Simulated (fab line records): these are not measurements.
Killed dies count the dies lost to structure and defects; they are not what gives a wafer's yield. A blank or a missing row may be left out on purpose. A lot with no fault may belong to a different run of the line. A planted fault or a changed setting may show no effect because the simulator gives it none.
Which tool is to blame? -- flow n5Finfet -- 21 lots with 63 wafers sampled at 6 steps, on a route of 1938 steps

== WHAT THE GAUGES SHOWED, per wafer ==
Not one reading of a measure or inspect step in the record can be checked against a usual standard deviation.

== TOOL THAT RAN EACH LOT (tool first, then ch and the chambers of the sampled wafers, then the start) ==
lot,N5_BEOL_M10_HM_DEP_02,N5_BEOL_M10_ETCH_65,N5_BEOL_M10_ETCH_41,N5_BEOL_M10_CURE_72,N5_BEOL_M10_DEGAS_44,N5_BEOL_M11_ETCH_41
L074,"pvdSputter-02, day 10 01:43","rieDiel-05 ch 0,1,2, day 10 04:55","rieDiel-05 ch 0,1,2, day 10 05:37 or earlier","uvCure-01 ch 0, day 10 05:37","pvdSputter-03, day 10 06:05","rieDiel-02 ch 1,2,3, no start"
L075,"pvdSputter-02, day 10 01:55","rieDiel-01 ch 2,3, day 10 04:44","rieDiel-01 ch 2,3, day 10 05:32 or earlier","uvCure-03 ch 0, day 10 05:32","pvdSputter-03, day 10 06:01","rieDiel-02 ch 1,2,3, no start"
L078,"pvdSputter-03, day 10 15:14","rieDiel-05 ch 0,2, day 10 18:47","rieDiel-05 ch 0,2, day 10 19:35 or earlier","uvCure-03 ch 0, day 10 19:35","pvdSputter-01, day 10 21:19","rieDiel-03 ch 1,2, no start"
L077,"pvdSputter-02, day 10 22:59","rieDiel-04 ch 0,3, day 11 01:18","rieDiel-04 ch 0,3, day 11 02:04 or earlier","uvCure-02 ch 0, day 11 02:04","pvdSputter-02, day 11 02:30","rieDiel-06 ch 0,1, no start"
L080,"pvdSputter-03, day 11 02:19","rieDiel-01 ch 0,1,2, day 11 05:04","rieDiel-01 ch 0,1,2, day 11 05:43 or earlier","uvCure-03 ch 1, day 11 05:43","pvdSputter-03, day 11 06:02","rieDiel-03 ch 1,2,3, no start"
L081,"pvdSputter-02, day 11 05:42","rieDiel-04 ch 0,3, day 11 08:08","rieDiel-04 ch 0,3, day 11 09:07 or earlier","uvCure-01 ch 2, day 11 09:07","pvdSputter-03, day 11 10:14","rieDiel-06 ch 1,2,3, no start"
L083,"pvdSputter-02, day 12 01:56","rieDiel-04 ch 0,3, day 12 04:49","rieDiel-04 ch 0,3, day 12 05:28 or earlier","uvCure-02 ch 2, day 12 05:28","pvdSputter-03, day 12 05:55","rieDiel-02 ch 1,3, no start"
L082,"pvdSputter-01, day 12 02:05","rieDiel-01 ch 0,2,3, day 12 04:39","rieDiel-01 ch 0,2,3, day 12 05:18 or earlier","uvCure-01 ch 0, day 12 05:18","pvdSputter-02, day 12 05:53","rieDiel-06 ch 1,3, no start"
L084,"pvdSputter-02, day 12 02:12","rieDiel-01 ch 2,3, day 12 05:10","rieDiel-01 ch 2,3, day 12 05:53 or earlier","uvCure-01 ch 1, day 12 05:53","pvdSputter-01, day 12 06:36","rieDiel-03 ch 1,2,3, no start"
L085,"pvdSputter-02, day 12 08:22","rieDiel-04 ch 1,3, day 12 10:23","rieDiel-04 ch 1,3, day 12 11:06 or earlier","uvCure-02 ch 1, day 12 11:06","pvdSputter-03, day 12 11:38","rieDiel-02 ch 1,2, no start"
L086,"pvdSputter-01, day 12 08:55","rieDiel-05 ch 0,1,2, day 12 11:08","rieDiel-05 ch 0,1,2, day 12 11:50 or earlier","uvCure-02 ch 2, day 12 11:50","pvdSputter-01, day 12 12:17","rieDiel-03 ch 0,2,3, no start"
L089,"pvdSputter-03, day 13 02:59","rieDiel-05 ch 0,1,2, day 13 06:34","rieDiel-05 ch 0,1,2, day 13 07:13 or earlier","uvCure-02 ch 0, day 13 07:13","pvdSputter-02, day 13 07:32","rieDiel-06 ch 1,2, no start"
L088,"pvdSputter-02, day 13 13:27","rieDiel-04 ch 0,2,3, day 13 17:16","rieDiel-04 ch 0,2,3, day 13 17:55 or earlier","uvCure-01 ch 1, day 13 17:55","pvdSputter-02, day 13 18:14","rieDiel-06 ch 0,1, no start"
L091,"pvdSputter-01, day 13 21:52","rieDiel-04 ch 2,3, day 14 00:51","rieDiel-04 ch 2,3, day 14 01:35 or earlier","uvCure-02 ch 0, day 14 01:35","pvdSputter-01, day 14 02:20","rieDiel-02 ch 1,2,3, no start"
L090,"pvdSputter-03, day 13 22:13","rieDiel-05 ch 0,2,3, day 14 00:35","rieDiel-05 ch 0,2,3, day 14 01:20 or earlier","uvCure-03 ch 2, day 14 01:20","pvdSputter-02, day 14 02:17","rieDiel-03 ch 0,1,2, no start"
L093,"pvdSputter-03, day 14 10:38","rieDiel-04 ch 1,2,3, day 14 13:41","rieDiel-04 ch 1,2,3, day 14 14:23 or earlier","uvCure-02 ch 0, day 14 14:23","pvdSputter-02, day 14 14:44","rieDiel-02 ch 1,2,3, no start"
L092,"pvdSputter-02, day 14 14:38","rieDiel-05 ch 0,1,2, day 14 17:19","rieDiel-05 ch 0,1,2, day 14 17:59 or earlier","uvCure-03 ch 1, day 14 17:59","pvdSputter-03, day 14 18:33","rieDiel-06 ch 1,2,3, no start"
L095,"pvdSputter-03, day 14 21:47","rieDiel-01 ch 0,3, day 14 23:22","rieDiel-01 ch 0,3, day 15 00:04 or earlier","uvCure-03 ch 2, day 15 00:04","pvdSputter-01, day 15 01:05","rieDiel-02 ch 0,1,3, no start"
L094,"pvdSputter-01, day 15 02:11","rieDiel-01 ch 0,1,3, day 15 03:44","rieDiel-01 ch 0,1,3, day 15 04:29 or earlier","uvCure-01 ch 2, day 15 04:29","pvdSputter-03, day 15 04:52","rieDiel-03 ch 0,2,3, no start"
L096,"pvdSputter-01, day 15 08:05","rieDiel-05 ch 0,2,3, day 15 09:33","rieDiel-05 ch 0,2,3, day 15 10:21 or earlier","uvCure-03 ch 1, day 15 10:21","pvdSputter-01, day 15 10:40","rieDiel-03 ch 0,1,3, no start"
L097,"pvdSputter-01, day 15 20:38","rieDiel-01 ch 0,1, day 15 22:38","rieDiel-01 ch 0,1, day 15 23:20 or earlier","uvCure-01 ch 1, day 15 23:20","pvdSputter-01, day 15 23:37","rieDiel-03 ch 2, no start"
- N5_BEOL_M10_HM_DEP_02: deposits TiN, target thk 20 nm.
- N5_BEOL_M10_ETCH_65: etches SiARC in CF4, target depth 39 nm, time 65 s.
- N5_BEOL_M10_ETCH_41: etches SiCN in CH3F/O2, target depth 42.6 nm, time 86 s.
- N5_BEOL_M10_CURE_72: cures SiCOH lowk, time 120 s.
- N5_BEOL_M10_DEGAS_44: time 60 s.
- N5_BEOL_M11_ETCH_41: etches SiCN in CH3F/O2, target depth 42.6 nm, time 86 s.

== AS READ BY THE TOOLS THEMSELVES (means over the sampled wafers that have a number; for cases with no such wafer, the mark the record gives instead) ==
N5_BEOL_M10_HM_DEP_02.
lot,tool,susceptorTempC (C),throttleValvePct (%)
L074,pvdSputter-02,25.02,30.2
L075,pvdSputter-02,24.99,29.0
L078,pvdSputter-03,24.90,29.8
L077,pvdSputter-02,25.01,29.5
L080,pvdSputter-03,25.02,29.3
L081,pvdSputter-02,25.00,29.6
L083,pvdSputter-02,25.00,28.9
L082,pvdSputter-01,24.97,29.9
L084,pvdSputter-02,24.96,29.5
L085,pvdSputter-02,25.02,30.2
L086,pvdSputter-01,25.05,29.0
L089,pvdSputter-03,25.07,29.2
L088,pvdSputter-02,25.08,29.5
L091,pvdSputter-01,24.94,28.9
L090,pvdSputter-03,25.06,29.3
L093,pvdSputter-03,25.02,29.4
L092,pvdSputter-02,25.02,29.4
L095,pvdSputter-03,24.90,29.2
L094,pvdSputter-01,24.96,29.1
L096,pvdSputter-01,25.12,30.1
L097,pvdSputter-01,24.95,28.7

N5_BEOL_M10_ETCH_65.
lot,tool,biasW (W),drypumpMotorCurrentA (A),etchRfOnTimeS (s),oesProductAu (a.u.),rfVppV (V),showerheadPlenumPTorr (Torr),throttleValvePct (%)
L074,rieDiel-05,36.09,5.9,66.5,0.67,183.8,2.10,15.70
L075,rieDiel-01,36.03,5.5,65.3,0.65,185.5,2.21,15.76
L078,rieDiel-05,35.92,5.6,65.1,0.68,183.2,2.10,15.71
L077,rieDiel-04,35.88,5.9,65.3,0.69,183.3,2.07,15.50
L080,rieDiel-01,35.92,5.8,66.3,0.62,184.3,2.16,15.92
L081,rieDiel-04,35.97,6.0,64.6,0.72,182.6,2.08,15.43
L083,rieDiel-04,36.05,5.9,65.5,0.68,182.4,2.07,15.53
L082,rieDiel-01,35.91,5.9,65.3,0.64,184.1,2.19,15.82
L084,rieDiel-01,36.05,5.5,65.6,0.63,184.7,2.20,15.78
L085,rieDiel-04,36.05,5.8,63.1,0.74,183.9,2.12,15.49
L086,rieDiel-05,35.99,5.8,65.8,0.66,183.9,2.09,15.74
L089,rieDiel-05,36.06,5.9,65.9,0.65,183.1,2.09,15.75
L088,rieDiel-04,35.99,5.8,65.3,0.70,183.1,2.07,15.46
L091,rieDiel-04,35.97,5.8,64.4,0.74,184.8,2.09,15.41
L090,rieDiel-05,35.91,5.6,67.0,0.66,183.5,2.10,15.78
L093,rieDiel-04,36.02,5.6,65.2,0.71,183.6,2.11,15.49
L092,rieDiel-05,36.14,5.9,66.6,0.64,183.6,2.09,15.77
L095,rieDiel-01,35.93,6.2,65.0,0.63,183.8,2.16,15.89
L094,rieDiel-01,36.09,6.0,64.9,0.68,183.4,2.13,15.83
L096,rieDiel-05,35.98,5.6,66.9,0.65,183.6,2.09,15.80
L097,rieDiel-01,36.02,6.1,64.7,0.67,183.4,2.13,15.83

N5_BEOL_M10_ETCH_41.
lot,tool,O2_flow_sccm (sccm),biasW (W),drypumpMotorCurrentA (A),oesProductAu (a.u.),rfVppV (V),showerheadPlenumPTorr (Torr),throttleValvePct (%)
L074,rieDiel-05,19.98,74.91,5.9,0.80,296.3,1.96,16.44
L075,rieDiel-01,19.96,74.98,5.5,0.76,298.6,2.08,16.56
L078,rieDiel-05,20.03,75.02,5.6,0.79,296.7,1.96,16.45
L077,rieDiel-04,20.00,74.81,5.9,0.80,296.2,1.92,16.16
L080,rieDiel-01,20.00,75.03,5.8,0.72,297.1,2.03,16.68
L081,rieDiel-04,19.97,75.10,6.0,0.85,296.8,1.94,16.10
L083,rieDiel-04,20.02,74.93,5.9,0.79,294.9,1.92,16.18
L082,rieDiel-01,20.05,74.98,5.9,0.75,298.2,2.05,16.55
L084,rieDiel-01,19.97,75.18,5.5,0.74,297.5,2.07,16.59
L085,rieDiel-04,19.95,75.05,5.8,0.86,296.6,1.98,16.20
L086,rieDiel-05,20.09,74.91,5.9,0.77,296.4,1.95,16.48
L089,rieDiel-05,20.00,74.92,5.9,0.77,297.8,1.95,16.49
L088,rieDiel-04,20.01,74.97,5.7,0.82,295.7,1.93,16.16
L091,rieDiel-04,20.07,74.95,5.8,0.86,295.5,1.94,16.11
L090,rieDiel-05,19.98,74.76,5.6,0.77,297.1,1.95,16.48
L093,rieDiel-04,20.01,74.87,5.6,0.83,296.8,1.98,16.26
L092,rieDiel-05,19.99,75.27,5.9,0.75,296.0,1.95,16.51
L095,rieDiel-01,19.99,75.23,6.2,0.74,296.2,2.01,16.55
L094,rieDiel-01,19.94,74.73,6.0,0.80,297.7,1.99,16.56
L096,rieDiel-05,20.04,75.27,5.6,0.77,295.9,1.95,16.51
L097,rieDiel-01,20.06,74.74,6.1,0.79,297.2,1.99,16.54

N5_BEOL_M10_CURE_72.
lot,tool,lampPowerPct (%),wafer_temp_C_max
L074,uvCure-01,52.32,371.0
L075,uvCure-03,52.34,371.0
L078,uvCure-03,52.30,370.9
L077,uvCure-02,52.25,372.4
L080,uvCure-03,52.39,372.5
L081,uvCure-01,52.27,371.4
L083,uvCure-02,52.30,371.8
L082,uvCure-01,52.24,371.4
L084,uvCure-01,52.30,372.5
L085,uvCure-02,52.27,371.8
L086,uvCure-02,52.28,371.4
L089,uvCure-02,52.28,372.7
L088,uvCure-01,52.31,373.1
L091,uvCure-02,52.26,372.1
L090,uvCure-03,52.30,372.0
L093,uvCure-02,52.32,372.5
L092,uvCure-03,52.28,372.7
L095,uvCure-03,52.33,372.0
L094,uvCure-01,52.35,371.4
L096,uvCure-03,52.32,373.6
L097,uvCure-01,52.32,373.1

N5_BEOL_M10_DEGAS_44.
lot,tool,heaterPowerW (W),susceptorTempC (C)
L074,pvdSputter-03,357,250.07
L075,pvdSputter-03,364,250.27
L078,pvdSputter-01,351,250.06
L077,pvdSputter-02,323,250.03
L080,pvdSputter-03,360,249.96
L081,pvdSputter-03,340,249.83
L083,pvdSputter-03,367,250.06
L082,pvdSputter-02,328,249.93
L084,pvdSputter-01,342,250.10
L085,pvdSputter-03,359,250.17
L086,pvdSputter-01,323,249.87
L089,pvdSputter-02,304,250.00
L088,pvdSputter-02,313,250.06
L091,pvdSputter-01,357,250.07
L090,pvdSputter-02,326,249.81
L093,pvdSputter-02,308,250.04
L092,pvdSputter-03,363,249.82
L095,pvdSputter-01,332,250.06
L094,pvdSputter-03,353,249.90
L096,pvdSputter-01,327,249.88
L097,pvdSputter-01,334,250.09

N5_BEOL_M11_ETCH_41.
lot,tool,O2_flow_sccm (sccm),biasW (W),drypumpMotorCurrentA (A),oesProductAu (a.u.),rfVppV (V),showerheadPlenumPTorr (Torr),throttleValvePct (%)
L074,rieDiel-02,19.99,74.76,5.7,0.80,296.9,1.99,16.42
L075,rieDiel-02,20.05,75.15,5.7,0.81,296.9,1.99,16.43
L078,rieDiel-03,20.03,75.18,5.2,0.82,297.9,2.00,16.29
L077,rieDiel-06,19.99,74.92,5.7,0.75,298.1,2.03,16.46
L080,rieDiel-03,19.96,75.07,5.6,0.77,295.9,1.97,16.29
L081,rieDiel-06,20.01,74.97,4.9,0.76,297.5,2.03,16.44
L083,rieDiel-02,19.99,75.32,5.8,0.91,297.7,2.04,16.24
L082,rieDiel-06,20.07,74.76,5.0,0.79,298.3,2.03,16.32
L084,rieDiel-03,19.99,75.22,5.6,0.87,298.5,2.06,16.13
L085,rieDiel-02,19.94,75.18,5.5,0.88,296.4,1.96,16.34
L086,rieDiel-03,20.04,75.09,5.9,0.82,297.9,2.04,16.23
L089,rieDiel-06,20.02,75.10,4.9,0.88,297.6,2.01,16.25
L088,rieDiel-06,20.00,75.14,5.9,0.91,300.0,2.12,16.34
L091,rieDiel-02,19.98,75.21,5.7,0.85,296.7,1.99,16.30
L090,rieDiel-03,20.01,75.23,5.4,0.75,299.2,2.04,16.32
L093,rieDiel-02,19.98,74.75,5.7,0.85,297.2,1.99,16.30
L092,rieDiel-06,20.05,75.19,5.0,0.81,296.8,2.02,16.32
L095,rieDiel-02,20.01,75.04,5.7,0.81,295.6,1.96,16.42
L094,rieDiel-03,20.01,74.83,5.9,0.79,298.2,2.03,16.28
L096,rieDiel-03,19.99,74.94,5.8,0.78,299.4,2.09,16.15
L097,rieDiel-03,20.01,75.06,5.2,0.77,296.0,1.93,16.50

== THE ANSWER, worked out from the rows above alone ==
Rule: the usual values come from the lots themselves. The widest of any qualifying gaps counts: lots, ordered by their means at a reading, are off when they make up no more than a third of the lots, leave a main group of 4 or more, and stand apart from it by 3 or more times the standard deviation of that group's means. If all means in a main group match to the digits the tables above print for the reading, that group is not used. A lot without any number at a reading at which 4 lots or more have one is off too. Where the step has rows for the other lots, those lots are counted as sound. First the gauges in route order, then the tools' own readings, where a lot's mean is used as printed above. The first step at which some lot is off is used, and at that step the reading that is off furthest; a lot without a number counts as furthest.
No lot is off at any reading shown: from this, nothing can be told.

== WHAT HAD BEEN PUT IN BY THE SIMULATOR ==
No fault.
